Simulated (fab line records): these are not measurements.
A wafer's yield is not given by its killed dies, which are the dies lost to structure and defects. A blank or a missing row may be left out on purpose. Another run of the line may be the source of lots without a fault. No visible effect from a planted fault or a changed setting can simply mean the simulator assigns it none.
Comparing a struck lot with a sound one | flow n5-finfet | 16 steps out of a route of 1938
Sound: these wafers, L203.3, L203.5, L203.6. Wafers struck: L212.1, L212.4, L212.5. The cause is named last.
For every step that has rows: the tool of each side, followed by ch and its chambers, followed by its first start. Under that, the readings that differ: sound wafers | struck wafers | difference of the means | sigmas: that difference in standard deviations of wafers without a fault.
alike: words and numbers the same on both sides, and readings whose means are apart by under 2 such deviations; not compared: readings that were withheld, readings missing a value for some wafer, numbers with overlapping values and no deviation given by the record, and bounds like >300 which may hide the same value.
The two part at a step that has a row with sigmas, a row that says differs or no value, or rows on one side only. Numbers that don't overlap but have no deviation are shown without sigmas and don't part them. A reading missing from all wafers of one side parts the sides only when that side holds two or more wafers.

first, 6 steps without rows for these wafers: N5_GATE_CUT_COAT_07 (resist thk 30 nm); N5_GATE_CUT_EBR_09; N5_GATE_CUT_SOFTBAKE_08 (time 60 s); N5_GATE_CUT_EXPOSE_10 (exposes mask GATE CUT, target cd 20 nm); N5_GATE_CUT_PEB_11 (peb time 60 s); N5_GATE_CUT_DEVELOP_12 (develop time 30 s).
N5_GATE_CUT_CD_MEAS_13: target cd 20 nm.
  sound on cd-sem-02 ch 0, day 7 12:46; struck on cd-sem-01 ch 0, day 9 18:41
  alike: cd-nm
N5_GATE_CUT_OVL_MEAS_14:
  sound on overlay-01 ch 0, day 7 12:48; struck on overlay-02 ch 0, day 9 18:43
  alike: GATE_CUT_OVL
N5_GATE_CUT_INSPECT_15: inspects for defects (brightfield).
  struck on defect-inspect-02, day 9 18:46; sound on defect-inspect-02, day 7 12:51
  alike: raw-defect-count
N5_GATE_CUT_DESCUM_18: chemistry O2, time 7 s.
  sound on rie-diel-06 ch 0,3, day 7 12:54; struck on rie-diel-06 ch 1,2,3, day 9 18:50
  alike: drypump-motor-current-A, oes-product-au, rf-vpp-V, showerhead-plenum-p-Torr, throttle-valve-pct
  not compared: rf-hours-counter-h
N5_GATE_CUT_ETCH_28: etches underlayer in N2/H2, target depth 13 nm, time 10.4 s.
  sound on rie-diel-06 ch 0,3, day 7 12:57; struck on rie-diel-06 ch 1,2,3, day 9 18:52
  alike: bias-w, drypump-motor-current-A, etch-rf-on-time-s, h2-flow-sccm, oes-product-au, rf-vpp-V, showerhead-plenum-p-Torr, throttle-valve-pct
  not compared: rf-hours-counter-h
N5_GATE_CUT_ETCH_36: etches SiARC in CF4, target depth 13 nm, time 21.7 s.
  sound on rie-diel-06 ch 0,3, day 7 12:59; struck on rie-diel-06 ch 1,2,3, day 9 18:53
  alike: bias-w, drypump-motor-current-A, etch-rf-on-time-s, oes-product-au, rf-vpp-V, showerhead-plenum-p-Torr, throttle-valve-pct
  not compared: rf-hours-counter-h
N5_GATE_CUT_ETCH_37: etches SOC in N2/H2, target depth 60 nm, overetch 12 nm, time 90 s.
  sound on rie-diel-06 ch 0,3, day 7 13:02; struck on rie-diel-06 ch 1,2,3, day 9 18:55
  reading      | sound             | struck            | difference | sigmas
  bias-w (W)   | 149.9 149.9 149.7 | 155.7 155.7 156.1 | +6.0       | +14
  rf-vpp-V (V) | 526.0 528.6 522.3 | 533.6 536.2 539.0 | +10.6      | +6
  alike: drypump-motor-current-A, h2-flow-sccm, oes-product-au, showerhead-plenum-p-Torr, throttle-valve-pct
  not compared: rf-hours-counter-h
then, 1 step without rows for these wafers: N5_GATE_CUT_STRIP_38 (strips in N2/H2).
-- a jump in the record: the struck wafers' starts before and after are 4 days apart (it breaks off in module GATE_CUT and resumes in module BEOL_M4, where the first step shown is number 1111 of the route) --
N5_BEOL_M4_RC_MEAS_101:
  sound on prober-01 ch 0, day 10 21:04; struck on prober-02 ch 0, day 13 12:22
  alike: DIBL_N, DIBL_P, IOFF_N, IOFF_P, ION_N, ION_P, SS_N, SS_P, VT_N, VT_P
-- a jump in the record: the struck wafers' starts before and after are 4 days apart (it breaks off in module BEOL_M4 and resumes in module PASSIVATION, where the first step shown is number 1936 of the route) --
N5_PASSIVATION_PROBE_49:
  struck on prober-02, day 17 11:24; sound on prober-01, day 15 03:55
  alike: defect-limited-yield, killed_at_M0_to_M3, killed_at_M4_up, killed-at-contacts, killed-at-front-end, killed-at-other, killed-dies, killed-open, killed-short, sort_bin_5_function, sort_bin_6_memory, sort_bin_8_speed, sort-n-pass, sort-yield-pct

== WHERE THEY PART ==
At N5_GATE_CUT_ETCH_37 and nowhere else, as far as this record goes. Later steps at which nothing parts them and some readings are alike: N5_BEOL_M4_RC_MEAS_101, N5_PASSIVATION_PROBE_49.

WHY: the cause the simulator had injected
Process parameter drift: rie-diel-06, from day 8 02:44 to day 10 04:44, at N5_GATE_CUT_ETCH_37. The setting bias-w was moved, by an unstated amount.
